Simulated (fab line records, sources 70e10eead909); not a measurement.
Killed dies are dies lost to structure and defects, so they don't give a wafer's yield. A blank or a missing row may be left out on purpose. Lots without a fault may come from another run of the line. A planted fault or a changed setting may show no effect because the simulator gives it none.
Which tool did it? | flow nand_harc | 12 lots, 36 wafers sampled, at 4 steps of a route of 1302

WHAT THE GAUGES READ, wafer by wafer
NHARC_P_M0_CD_MEAS_16.
lot  | measured     | on        | cd_nm (nm)
L075 | day 6 16:59  | cd_sem-02 | 89.9 89.6 89.4
L077 | day 7 02:58  | cd_sem-01 | 89.7 90.9 89.3
L079 | day 8 11:37  | cd_sem-02 | 89.8 90.2 89.7
L081 | day 9 06:04  | cd_sem-03 | 89.8 89.9 90.6
L083 | day 9 18:41  | cd_sem-03 | 89.1 89.7 90.0
L085 | day 10 17:18 | cd_sem-01 | 89.2 88.9 89.3
L089 | day 12 00:37 | cd_sem-03 | 88.7 88.1 89.6
L088 | day 12 02:13 | cd_sem-02 | 89.7 90.2 89.5
L091 | day 13 00:31 | cd_sem-02 | 89.6 89.7 89.2
L093 | day 13 23:32 | cd_sem-01 | 90.0 90.6 89.6
L094 | day 14 11:05 | cd_sem-02 | 90.5 90.2 90.8
L097 | day 15 12:56 | cd_sem-03 | 89.7 90.3 89.7

WHICH TOOL RAN EACH LOT (tool, then ch and the chambers of the sampled wafers, then the start)
lot  | NHARC_P_GATE_DEGAS_109       | NHARC_P_CONTACT_DEP_30          | NHARC_P_CONTACT_ETCH_18
L075 | pvd_sputter-02, day 6 09:10  | pecvd-03 ch 0,1, day 6 10:11    | rie_diel-10 ch 0,1,3, day 6 16:59 or earlier
L077 | pvd_sputter-03, day 6 18:57  | pecvd-03 ch 1,2, day 6 20:02    | rie_diel-12 ch 1,2, day 7 02:58 or earlier
L079 | pvd_sputter-02, day 8 04:22  | pecvd-03 ch 1,2, day 8 05:25    | rie_diel-09 ch 0,1,2, day 8 11:37 or earlier
L081 | pvd_sputter-03, day 8 22:43  | pecvd-01 ch 0,1,2, day 8 23:46  | rie_diel-12 ch 0,1,3, day 9 06:04 or earlier
L083 | pvd_sputter-03, day 9 11:26  | pecvd-03 ch 0,1,2, day 9 12:32  | rie_diel-09 ch 0,1,3, day 9 18:41 or earlier
L085 | pvd_sputter-03, day 10 09:49 | pecvd-04 ch 0,1, day 10 10:52   | rie_diel-09 ch 1,3, day 10 17:18 or earlier
L089 | pvd_sputter-01, day 11 16:47 | pecvd-04 ch 0,1, day 11 17:56   | rie_diel-10 ch 0,2,3, day 12 00:37 or earlier
L088 | pvd_sputter-03, day 11 18:45 | pecvd-04 ch 1,2, day 11 19:56   | rie_diel-12 ch 0,2,3, day 12 02:13 or earlier
L091 | pvd_sputter-01, day 12 17:34 | pecvd-04 ch 0,1,2, day 12 18:34 | rie_diel-09 ch 1,3, day 13 00:31 or earlier
L093 | pvd_sputter-02, day 13 16:19 | pecvd-03 ch 0,1, day 13 17:20   | rie_diel-09 ch 0,1,3, day 13 23:32 or earlier
L094 | pvd_sputter-02, day 14 03:48 | pecvd-04 ch 0,1,2, day 14 04:55 | rie_diel-12 ch 0,1,2, day 14 11:05 or earlier
L097 | pvd_sputter-02, day 15 05:28 | pecvd-01 ch 0,1, day 15 06:29   | rie_diel-09 ch 1,3, day 15 12:56 or earlier
- NHARC_P_GATE_DEGAS_109: time 60 s.
- NHARC_P_CONTACT_DEP_30: deposits SiNx, target thk 30 nm.
- NHARC_P_CONTACT_ETCH_18: etches the open film in C4F8/O2/Ar, target depth 481 nm, time 240.5 s.

THE ANSWER, worked out from the rows above alone
Rule: what is usual is taken from the lots themselves. Put in order of their means at a reading, lots are off if they are a third of the lots or fewer, leave a main group of 4 or more, and stand apart from it by a gap of 3 or more times the standard deviation of the main group's means; of several such gaps the widest counts. A main group whose means are all the same, to the digits that the tables above print for the reading, isn't used. A lot without any number at a reading at which 4 lots or more have one is off too. The other lots that the step has rows for count as sound.
No lot is off at any reading shown: from this, nothing can be told.

WHAT THE SIMULATOR HAD PUT IN
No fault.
